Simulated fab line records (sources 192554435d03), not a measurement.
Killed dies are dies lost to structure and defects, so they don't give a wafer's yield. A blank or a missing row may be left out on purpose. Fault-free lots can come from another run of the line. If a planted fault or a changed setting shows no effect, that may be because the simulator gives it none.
A struck lot beside a sound one + flow n5 finfet + 13 out of 1938 route steps
Sound: wafers L135.2, L135.3, L135.4. The struck wafers were L142.1, L142.2, L142.6. The cause comes at the end.
Order at every step that has rows: each side's tool, ch and its chambers, its first start. Under that, the readings that differ: sound wafers + struck wafers + difference of the means + sigmas: that difference in standard deviations of wafers without a fault.
alike: words and numbers the same on both sides, and readings whose means are apart by under 2 such deviations; not compared: readings that were withheld, readings missing a value for some wafer, numbers with overlapping values and no deviation given by the record, and bounds like >300 which may hide the same value.
The two part at a step that has a row with sigmas, a row that says differs or no value, or rows on one side only. Numbers that have no deviation but don't overlap get no sigmas and don't part them. Lack of a reading on every wafer of one side parts them only where that side has two or more wafers.

first, 9 steps without rows for these wafers: N5_BEOL_M0_SAQP_EXPOSE_37 (exposes mask M0 CUT1, target cd 30 nm); N5_BEOL_M0_SAQP_PEB_38 (peb time 60 s); N5_BEOL_M0_SAQP_DEVELOP_39 (develop time 30 s); N5_BEOL_M0_SAQP_DESCUM_45 (chemistry O2, time 7 s); N5_BEOL_M0_SAQP_ETCH_88 (etches underlayer in N2/H2, target depth 6.5 nm, time 5.2 s); N5_BEOL_M0_SAQP_ETCH_73 (etches SiARC in CF4, target depth 19.5 nm, time 32.5 s); N5_BEOL_M0_SAQP_CUT_ETCH_46 (etches SOC in N2/H2, target depth 135 nm, overetch 27 nm, time 202.5 s); N5_BEOL_M0_SAQP_STRIP_74 (strips in N2/H2); N5_BEOL_M0_SAQP_STRIP_89 (strips in N2/H2).
N5_BEOL_M0_SAQP_ALD_48: deposits SiO2, target thk 20 nm, pulse time 1 s, co reactant pulse time 1 s.
  sound on ald sin-03 ch 1,2,3, day 7 00:16; struck on ald sin-03 ch 0,2, day 8 17:07
  no value came back on the struck wafers for any of 5 readings (ald cycles, chamber pressure Torr (Torr) and others); on the sound wafers ald cycles reads 139 139 139
then, 1 step without rows for these wafers: N5_BEOL_M0_SAQP_ETCH_49 (etches SiO2 in CF4/O2, target depth 37 nm).
N5_BEOL_M4_RC_MEAS_101:
  the record has rows for the sound wafers here (prober-02 ch 0, day 12 02:29) and none for the struck ones
-- the record jumps here: 10 days lie between the struck wafers' starts before and after (it left off in module BEOL_M4 and takes up again in module PASSIVATION, whose first step shown is number 1936 of the route) --
N5_PASSIVATION_PROBE_49:
  sound: prober-01 at day 16 17:21; struck: prober-01 at day 18 23:57
| reading                  | sound          | struck         | difference | sigmas      |
|--------------------------|----------------|----------------|------------|-------------|
| defect limited yield (%) | 91.4 92.3 91.4 | 0 0 0          | -92        | -66         |
| killed_at_M0_to_M3       | 47 50 35       | 1168 1167 1169 | +1124      | +99 or more |
| killed_at_M4_up          | 12 11 19       | 3 1 2          | -12        | -2          |
| killed dies              | 102 91 101     | 1180 1180 1180 | +1082      | +64         |
| killed on rim            | 14 13 20       | 152 152 152    | +136       | +35         |
| killed open              | 66 63 64       | 14 16 11       | -51        | -4          |
| killed short             | 35 25 35       | 3 2 5          | -28        | -3          |
| sort_bin_5_function (%)  | 5.3 3.7 5.2    | 72.5 74.0 72.5 | +68.3      | +72         |
| sort n pass              | 1078 1089 1079 | 0 0 0          | -1082      | -64         |
| sort yield pct (%)       | 91.4 92.3 91.4 | 0 0 0          | -92        | -66         |
  alike: killed at contacts, killed at front end, killed at other, sort_bin_6_memory

WHERE THEY PART
First at N5_BEOL_M0_SAQP_ALD_48; last, within this record, at N5_PASSIVATION_PROBE_49.

WHY: what the simulator had put in
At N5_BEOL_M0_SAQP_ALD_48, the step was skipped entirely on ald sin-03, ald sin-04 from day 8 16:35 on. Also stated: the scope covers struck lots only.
